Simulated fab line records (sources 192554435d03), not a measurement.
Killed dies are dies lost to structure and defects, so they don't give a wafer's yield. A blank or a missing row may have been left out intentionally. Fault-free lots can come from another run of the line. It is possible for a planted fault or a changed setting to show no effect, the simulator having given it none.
Lot-split experiment / flow n5_finfet / 7 lots, 21 wafers read, on a route of 1938 steps

## ON THE SPLIT
At N5_PASSIVATION_ETCH_59 (etches TaN in Cl2/BCl3, target depth 65 nm, time 34.9 s), the setting time_s was moved away from the recipe's 34.9 s on 7 of the 21 wafers read, by -9.7% to +19.2%. All remaining wafers had this setting at the recipe value.

The reading comes from the split's own step.

## THE READING
etch.depth_nm (the simulator's own value, which no gauge read), in nm, at N5_PASSIVATION_ETCH_59 (etches TaN in Cl2/BCl3, target depth 65 nm, time 34.9 s). The file gives no usual value for it. Average 64.86 nm, standard deviation 1.2 nm, over the 14 wafers here run with the recipe.

wafer=L074.1; tool, chamber at the split=rie_metal-01, 1; time_s as run, s=34.9; against the recipe=recipe; etch.depth_nm, nm=62.5; against lot-mates on the recipe=-
wafer=L074.3; tool, chamber at the split=rie_metal-01, 1; time_s as run, s=31.5; against the recipe=-9.7%; etch.depth_nm, nm=57.36; against lot-mates on the recipe=-5.14
wafer=L074.5; tool, chamber at the split=rie_metal-01, 1; time_s as run, s=31.5; against the recipe=-9.7%; etch.depth_nm, nm=57.04; against lot-mates on the recipe=-5.46
wafer=L077.3; tool, chamber at the split=rie_metal-02, 0; time_s as run, s=34.9; against the recipe=recipe; etch.depth_nm, nm=65.24; against lot-mates on the recipe=-
wafer=L077.4; tool, chamber at the split=rie_metal-02, 1; time_s as run, s=34.9; against the recipe=recipe; etch.depth_nm, nm=66.94; against lot-mates on the recipe=-
wafer=L077.5; tool, chamber at the split=rie_metal-02, 0; time_s as run, s=41.59; against the recipe=+19.2%; etch.depth_nm, nm=77.27; against lot-mates on the recipe=+11.18
wafer=L081.3; tool, chamber at the split=rie_metal-03, 0; time_s as run, s=39.69; against the recipe=+13.7%; etch.depth_nm, nm=73.62; against lot-mates on the recipe=+7.62
wafer=L081.5; tool, chamber at the split=rie_metal-03, 0; time_s as run, s=39.69; against the recipe=+13.7%; etch.depth_nm, nm=73.79; against lot-mates on the recipe=+7.79
wafer=L081.6; tool, chamber at the split=rie_metal-03, 1; time_s as run, s=34.9; against the recipe=recipe; etch.depth_nm, nm=66; against lot-mates on the recipe=-
wafer=L085.3; tool, chamber at the split=rie_metal-03, 1; time_s as run, s=34.9; against the recipe=recipe; etch.depth_nm, nm=65.87; against lot-mates on the recipe=-
wafer=L085.4; tool, chamber at the split=rie_metal-03, 0; time_s as run, s=34.9; against the recipe=recipe; etch.depth_nm, nm=64.42; against lot-mates on the recipe=-
wafer=L085.5; tool, chamber at the split=rie_metal-03, 0; time_s as run, s=34.9; against the recipe=recipe; etch.depth_nm, nm=64.52; against lot-mates on the recipe=-
wafer=L089.1; tool, chamber at the split=rie_metal-02, 0; time_s as run, s=34.9; against the recipe=recipe; etch.depth_nm, nm=63.97; against lot-mates on the recipe=-
wafer=L089.3; tool, chamber at the split=rie_metal-02, 0; time_s as run, s=34.9; against the recipe=recipe; etch.depth_nm, nm=63.87; against lot-mates on the recipe=-
wafer=L089.5; tool, chamber at the split=rie_metal-02, 0; time_s as run, s=34.9; against the recipe=recipe; etch.depth_nm, nm=64.22; against lot-mates on the recipe=-
wafer=L093.2; tool, chamber at the split=rie_metal-02, 1; time_s as run, s=34.9; against the recipe=recipe; etch.depth_nm, nm=65.19; against lot-mates on the recipe=-
wafer=L093.5; tool, chamber at the split=rie_metal-02, 0; time_s as run, s=34.9; against the recipe=recipe; etch.depth_nm, nm=63.13; against lot-mates on the recipe=-
wafer=L093.6; tool, chamber at the split=rie_metal-02, 1; time_s as run, s=34.9; against the recipe=recipe; etch.depth_nm, nm=65.71; against lot-mates on the recipe=-
wafer=L096.1; tool, chamber at the split=rie_metal-02, 0; time_s as run, s=39.56; against the recipe=+13.4%; etch.depth_nm, nm=72.98; against lot-mates on the recipe=+6.59
wafer=L096.2; tool, chamber at the split=rie_metal-02, 1; time_s as run, s=34.9; against the recipe=recipe; etch.depth_nm, nm=66.39; against lot-mates on the recipe=-
wafer=L096.5; tool, chamber at the split=rie_metal-02, 1; time_s as run, s=39.56; against the recipe=+13.4%; etch.depth_nm, nm=76.07; against lot-mates on the recipe=+9.68

FIT RESULTS
A straight line over all 21 wafers: etch.depth_nm changes by +0.695 nm for each +1% of time_s; r = +0.97; the points scatter about the line by 1.2 nm.
The same after taking each lot's own level away (the mean of its wafers on the recipe; 21 wafers): +0.576 nm for each +1%; r = +0.98; scatter 0.79 nm.
According to that fit, moving time_s by its largest amount changes the reading by 11 nm.
Across the lots, their own levels run from 62.500 to 66.390 nm, a range of 3.2 times the standard deviation given above.
Thus the slope moves with the lot-to-lot level: the two fits are different.
Check: with one of the wafers moved furthest among these (+19.2%) left out of the fit, the line predicts +11.1 nm for it against its lot-mates. It came out at +11.2 nm against them.

## THESE WAFERS: OTHER SPLITS
Note: prior to the reading, these wafers also went through further splits. Each is held against what the fit with the lots' levels taken away leaves over:
other split on the same wafers=N5_BEOL_M15_TRENCH_ETCH_34 time_s; wafers away from the commonest value=7; r with etch.depth_nm (lot level and that fit taken away)=+0.10
other split on the same wafers=N5_MIM_BOT_ETCH_ETCH_03 icp_w; wafers away from the commonest value=9; r with etch.depth_nm (lot level and that fit taken away)=+0.16
other split on the same wafers=N5_PASSIVATION_EXPOSE_07 dose_mj; wafers away from the commonest value=5; r with etch.depth_nm (lot level and that fit taken away)=+0.21

## FILE'S OWN FIT
etch.depth_nm changes by +0.579 nm for each +1% of time_s, r = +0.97.
